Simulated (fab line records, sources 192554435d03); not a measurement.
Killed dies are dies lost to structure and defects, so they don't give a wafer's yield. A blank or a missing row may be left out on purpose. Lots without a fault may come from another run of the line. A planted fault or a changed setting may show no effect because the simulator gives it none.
Which tool did it? | flow n5_finfet | 8 lots, 23 wafers sampled, at 9 steps of a route of 1938

WHAT THE GAUGES READ, wafer by wafer
N5_BEOL_M4_RC_MEAS_101. Usual: DIBL_N 35.9 mV/V, standard deviation 1.9; DIBL_P 35.8 mV/V, standard deviation 2.4; IOFF_N 0.15 nA/um, standard deviation 0.031; IOFF_P 0.21 nA/um, standard deviation 0.037; ION_N 672 uA/um, standard deviation 13; ION_P 462 uA/um, standard deviation 8.3; SS_N 71.5 mV/dec, standard deviation 0.72; SS_P 73.2 mV/dec, standard deviation 0.67; VT_N 250 mV, standard deviation 3.4; VT_P -250 mV, standard deviation 3.4.
lot  | measured     | on        | DIBL_N (mV/V)  | DIBL_P (mV/V)  | IOFF_N (nA/um) | IOFF_P (nA/um) | ION_N (uA/um) | ION_P (uA/um) | SS_N (mV/dec)  | SS_P (mV/dec)  | VT_N (mV)   | VT_P (mV)      | flag
L241 | day 8 16:59  | prober-02 | 32.8 33.6 32.4 | 33.2 34.1 32.9 | 0.11 0.11 0.10 | 0.14 0.14 0.13 | 650 640 651   | 452 435 444   | 70.8 70.8 70.5 | 72.9 73.1 72.6 | 255 259 258 | -258 -259 -258 |
L242 | day 9 05:14  | prober-02 | 35.8 37.4 35.5 | 35.0 36.8 34.3 | 0.13 0.16 0.13 | 0.18 0.22 0.18 | 661 669 669   | 453 462 459   | 71.1 72.1 71.0 | 72.7 73.6 73.0 | 251 252 252 | -252 -250 -251 |
L246 | day 9 11:01  | prober-02 | 35.9 33.1 36.3 | 36.7 32.7 36.9 | 0.16 0.11 0.17 | 0.22 0.16 0.22 | 684 657 678   | 462 456 460   | 70.7 70.2 71.2 | 73.4 71.7 73.2 | 248 252 247 | -252 -254 -248 |
L247 | day 9 13:34  | prober-02 | 36.2 39.5 36.9 | 38.6 41.0 38.6 | 0.18 0.23 0.18 | 0.23 0.26 0.21 | 695 689 679   | 470 451 456   | 72.5 73.2 72.7 | 73.3 75.1 74.0 | 245 245 248 | -250 -253 -254 |
L251 | day 11 13:04 | prober-01 | 38.2 34.0 36.5 | 38.1 32.7 35.6 | 0.20 0.13 0.17 | 0.28 0.19 0.24 | 686 665 675   | 473 461 469   | 71.8 70.9 70.3 | 74.0 72.1 73.5 | 245 251 250 | -246 -249 -246 |
L258 | day 12 12:13 | prober-01 | 33.1 34.3      | 30.0 32.4      | 0.10 0.12      | 0.14 0.17      | 656 669       | 453 461       | 71.2 70.8      | 72.4 72.6      | 254 252     | -253 -255      |
L259 | day 13 07:49 | prober-01 | 37.3 35.4 35.8 | 37.4 36.2 35.8 | 0.19 0.16 0.17 | 0.26 0.23 0.23 | 682 676 688   | 470 472 471   | 71.5 70.8 70.9 | 73.0 73.6 72.9 | 244 247 247 | -246 -248 -248 |
L262 | day 14 01:53 | prober-02 | 34.6 36.8 36.9 | 33.6 35.7 35.7 | 0.13 0.17 0.16 | 0.20 0.23 0.23 | 674 690 682   | 473 475 473   | 70.6 71.4 71.3 | 72.7 73.0 72.5 | 250 249 253 | -251 -247 -247 |

N5_BEOL_M5_INSPECT_58: inspects for defects (darkfield). Usual: raw_defect_count 75, standard deviation 25.
lot  | measured     | on                | raw_defect_count | flag
L241 | day 9 05:52  | defect_inspect-02 | 61 110 79        |
L242 | day 9 18:08  | defect_inspect-01 | 70 69 87         |
L246 | day 9 21:31  | defect_inspect-01 | 80 43 55         |
L247 | day 10 06:34 | defect_inspect-02 | 96 107 108       |
L251 | day 12 03:37 | defect_inspect-01 | 87 48 64         |
L258 | day 13 00:30 | defect_inspect-02 | 86 72            |
L259 | day 13 19:19 | defect_inspect-02 | 100 70 58        |
L262 | day 14 14:48 | defect_inspect-01 | 67 61 74         |

N5_BEOL_M6_CD_MEAS_18: pitch 80 nm, target cd 40 nm. Usual: cd_nm 39.7 nm, standard deviation 0.58.
lot  | measured     | on        | cd_nm (nm)     | flag
L241 | day 9 08:29  | cd_sem-02 | 40.1 40.3 39.9 |
L242 | day 9 20:06  | cd_sem-03 | 40.1 39.2 40.0 |
L246 | day 10 01:20 | cd_sem-03 | 40.2 39.7 38.9 |
L247 | day 10 09:49 | cd_sem-03 | 39.6 39.7 39.3 |
L251 | day 12 08:19 | cd_sem-02 | 39.9 39.6 40.8 |
L258 | day 13 03:15 | cd_sem-01 | - 39.1         |
L259 | day 13 21:59 | cd_sem-03 | 39.6 40.5 39.8 |
L262 | day 14 17:03 | cd_sem-03 | 39.9 39.3 40.1 |

N5_BEOL_M6_CD_MEAS_28: target cd 40 nm. Usual: cd_nm 40.04 nm, standard deviation 0.24.
lot  | measured     | on        | cd_nm (nm)        | flag
L241 | day 9 11:10  | cd_sem-01 | 39.78 40.38 40.00 |
L242 | day 9 23:41  | cd_sem-03 | 40.19 40.31 39.84 |
L246 | day 10 01:39 | cd_sem-03 | 39.98 40.18 40.02 |
L247 | day 10 11:23 | cd_sem-02 | 40.09 40.19 40.05 |
L251 | day 12 09:53 | cd_sem-03 | 39.89 39.87 40.04 |
L258 | day 13 03:33 | cd_sem-03 | 39.39 40.31       |
L259 | day 13 23:11 | cd_sem-03 | 40.00 40.18 40.03 |
L262 | day 14 17:22 | cd_sem-03 | 39.78 39.85 40.22 |

N5_BEOL_M6_OCD_MEAS_38. Usual: trench_depth_nm 94.6 nm, standard deviation 2.
lot  | measured     | on     | trench_depth_nm (nm) | flag
L241 | day 9 12:16  | ocd-02 | 95.3 93.6 94.5       |
L242 | day 10 00:14 | ocd-01 | 94.4 90.5 94.9       |
L246 | day 10 02:12 | ocd-02 | 90.5 94.2 94.4       |
L247 | day 10 11:56 | ocd-01 | 92.1 92.7 92.8       |
L251 | day 12 10:26 | ocd-02 | 93.0 96.2 94.9       |
L258 | day 13 04:06 | ocd-02 | 10.0 96.9            | OFF
L259 | day 13 23:44 | ocd-02 | 97.0 94.9 95.1       |
L262 | day 14 18:18 | ocd-01 | 94.3 93.6 93.8       |

N5_BEOL_M6_CD_MEAS_35: target cd 40 nm, target cd y 28 nm. Usual: cd_nm 39.7 nm, standard deviation 0.58.
lot  | measured     | on        | cd_nm (nm)     | flag
L241 | day 9 12:25  | cd_sem-01 | 40.1 40.1 39.6 |
L242 | day 10 00:23 | cd_sem-02 | 39.4 39.9 40.2 |
L246 | day 10 02:22 | cd_sem-02 | 40.1 39.6 38.9 |
L247 | day 10 12:05 | cd_sem-03 | 40.1 39.8 39.6 |
L251 | day 12 10:36 | cd_sem-02 | 40.3 39.2 41.1 |
L258 | day 13 04:15 | cd_sem-01 | - 39.0         |
L259 | day 14 00:02 | cd_sem-02 | 39.3 40.0 39.8 |
L262 | day 14 18:27 | cd_sem-02 | 39.7 39.4 40.2 |

WHICH TOOL RAN EACH LOT (tool, then ch and the chambers of the sampled wafers, then the start)
lot  | N5_BEOL_M6_ETCH_62                 | N5_BEOL_M6_STRIP_19                | N5_BEOL_M6_VIA_ETCH_34
L241 | rie_diel-04 ch 1,2,3, day 9 08:07  | rie_diel-04 ch 2,3, day 9 08:25    | rie_diel-04 ch 0,1,3, day 9 12:01
L242 | rie_diel-05 ch 1,2,3, day 9 19:43  | rie_diel-06 ch 2,3, day 9 20:02    | rie_diel-04 ch 1,2, day 9 23:59
L246 | rie_diel-04 ch 1,2, day 10 00:58   | rie_diel-04 ch 0,2,3, day 10 01:16 | rie_diel-04 ch 0,1,2, day 10 01:58
L247 | rie_diel-06 ch 0,2,3, day 10 09:20 | rie_diel-06 ch 1,2,3, day 10 09:44 | rie_diel-04 ch 0,1, day 10 11:41
L251 | rie_diel-05 ch 0,1,3, day 12 07:54 | rie_diel-06 ch 0,1,3, day 12 08:14 | rie_diel-06 ch 1,2,3, day 12 10:12
L258 | rie_diel-05 ch 0,2, day 13 02:52   | rie_diel-05 ch 0,1, day 13 03:10   | rie_diel-06 ch 0,3, day 13 03:51
L259 | rie_diel-04 ch 0,1, day 13 21:37   | rie_diel-06 ch 1,2,3, day 13 21:55 | rie_diel-06 ch 0,3, day 13 23:29
L262 | rie_diel-06 ch 0,2,3, day 14 16:37 | rie_diel-05 ch 0,2,3, day 14 16:59 | rie_diel-06 ch 0,1, day 14 18:03
- N5_BEOL_M6_ETCH_62: etches SOC in N2/H2, target depth 110 nm, overetch 22 nm, time 165 s.
- N5_BEOL_M6_STRIP_19: strips in O2.
- N5_BEOL_M6_VIA_ETCH_34: etches SiCOH lowk in C4F6/O2, target depth 126.3 nm, time 50.9 s.

WHAT THE TOOLS THEMSELVES READ (means of the sampled wafers that have a number; where no wafer has one, the mark that the record gives instead)
N5_BEOL_M6_ETCH_62. Usual: drypump_motor_current_A 5.6 A, standard deviation 0.55; oes_product_au 0.65 a.u., standard deviation 0.06; rf_vpp_V 523.3 V, standard deviation 2.6; showerhead_plenum_p_Torr 2.52 Torr, standard deviation 0.092; throttle_valve_pct 17.95 %, standard deviation 0.2.
lot  | tool        | drypump_motor_current_A (A) | oes_product_au (a.u.) | rf_vpp_V (V) | showerhead_plenum_p_Torr (Torr) | throttle_valve_pct (%) | flag
L241 | rie_diel-04 | 5.2                         | 0.64                  | 523.1        | 2.55                            | 18.01                  |
L242 | rie_diel-05 | 6.0                         | 0.63                  | 522.3        | 2.49                            | 17.85                  |
L246 | rie_diel-04 | 5.2                         | 0.64                  | 525.7        | 2.61                            | 17.93                  |
L247 | rie_diel-06 | 5.7                         | 0.77                  | 523.9        | 2.52                            | 17.64                  |
L251 | rie_diel-05 | 5.8                         | 0.61                  | 522.3        | 2.47                            | 18.05                  |
L258 | rie_diel-05 | 6.2                         | 0.67                  | 524.2        | 2.52                            | 18.07                  |
L259 | rie_diel-04 | 5.9                         | 0.66                  | 524.6        | 2.59                            | 18.13                  |
L262 | rie_diel-06 | 5.7                         | 0.72                  | 522.8        | 2.51                            | 17.69                  |

N5_BEOL_M6_STRIP_19. Usual: drypump_motor_current_A 5.6 A, standard deviation 0.52; o2_flow_sccm 225.0 sccm, standard deviation 0.67; oes_product_au 0.78 a.u., standard deviation 0.091; rf_vpp_V 3.7 V, standard deviation 0.62; showerhead_plenum_p_Torr 2.07 Torr, standard deviation 0.073; throttle_valve_pct 16.77 %, standard deviation 0.23.
lot  | tool        | drypump_motor_current_A (A) | o2_flow_sccm (sccm) | oes_product_au (a.u.) | rf_vpp_V (V) | showerhead_plenum_p_Torr (Torr) | throttle_valve_pct (%) | flag
L241 | rie_diel-04 | 4.9                         | 224.2               | 0.71                  | 3.6          | 2.12                            | 16.87                  |
L242 | rie_diel-06 | 5.4                         | 224.8               | 0.89                  | 4.2          | 2.11                            | 16.49                  |
L246 | rie_diel-04 | 5.3                         | 224.6               | 0.72                  | 4.0          | 2.12                            | 16.86                  |
L247 | rie_diel-06 | 5.4                         | 225.6               | 0.82                  | 3.3          | 2.04                            | 16.66                  |
L251 | rie_diel-06 | 5.7                         | 225.1               | 0.84                  | 3.6          | 2.01                            | 16.65                  |
L258 | rie_diel-05 | 6.0                         | 224.9               | 0.70                  | 4.4          | 2.01                            | 17.06                  |
L259 | rie_diel-06 | 5.4                         | 224.9               | 0.79                  | 4.0          | 2.03                            | 16.72                  |
L262 | rie_diel-05 | 5.9                         | 225.3               | 0.71                  | 3.9          | 2.08                            | 16.91                  |

N5_BEOL_M6_VIA_ETCH_34. Usual: drypump_motor_current_A 5.7 A, standard deviation 0.53; oes_o_777_au 0.78 a.u., standard deviation 0.072; oes_product_au 0.77 a.u., standard deviation 0.074; rf_vpp_V 664 V, standard deviation 16; showerhead_plenum_p_Torr 2.83 Torr, standard deviation 0.1; throttle_valve_pct 21.01 %, standard deviation 0.2.
lot  | tool        | drypump_motor_current_A (A) | oes_o_777_au (a.u.) | oes_product_au (a.u.) | rf_vpp_V (V) | showerhead_plenum_p_Torr (Torr) | throttle_valve_pct (%) | flag
L241 | rie_diel-04 | 5.6                         | 0.80                | 0.77                  | 655          | 2.87                            | 21.14                  |
L242 | rie_diel-04 | 5.5                         | 0.81                | 0.79                  | 653          | 2.91                            | 21.14                  |
L246 | rie_diel-04 | 5.6                         | 0.78                | 0.76                  | 660          | 2.94                            | 21.09                  |
L247 | rie_diel-04 | 5.9                         | 0.79                | 0.77                  | 652          | 2.94                            | 21.08                  |
L251 | rie_diel-06 | 5.4                         | 0.82                | 0.81                  | 664          | 2.75                            | 20.83                  |
L258 | rie_diel-06 | 5.8                         | 0.87                | 0.62                  | 666          | 2.79                            | 20.69                  |
L259 | rie_diel-06 | 5.6                         | 0.85                | 0.86                  | 667          | 2.78                            | 20.77                  |
L262 | rie_diel-06 | 5.9                         | 0.76                | 0.76                  | 656          | 2.66                            | 21.06                  |

THE ANSWER, worked out from the rows above alone
Rule: a lot is off if the mean of its wafers that have a number lies more than 3 standard deviations from the usual mean. A lot without any number at a reading at which 4 lots or more have one is off too. The other lots that the step has rows for count as sound. The gauges are gone through in route order, then the tools' own readings, and for those a lot's mean is taken as printed above. The first step at which some lot is off is used, and at that step the reading that is off furthest; a lot without a number counts as furthest.
Off: L258, at N5_BEOL_M6_OCD_MEAS_38 (trench_depth_nm).
A tool fits if, at a process step before that reading, it ran every lot that is off, and no sound lot after the first of them. The gauges at N5_BEOL_M6_OCD_MEAS_38 are tried like those tools. One fits: rie_diel-05 at N5_BEOL_M6_ETCH_62. Its last sound lot is L251 (day 12 07:54), its first lot that is off L258 (day 13 02:52): a fault that began between those two fits.

WHAT THE SIMULATOR HAD PUT IN
Process parameter drift: rie_diel-05, from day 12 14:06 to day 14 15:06, at N5_BEOL_M6_ETCH_62. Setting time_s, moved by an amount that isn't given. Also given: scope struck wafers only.
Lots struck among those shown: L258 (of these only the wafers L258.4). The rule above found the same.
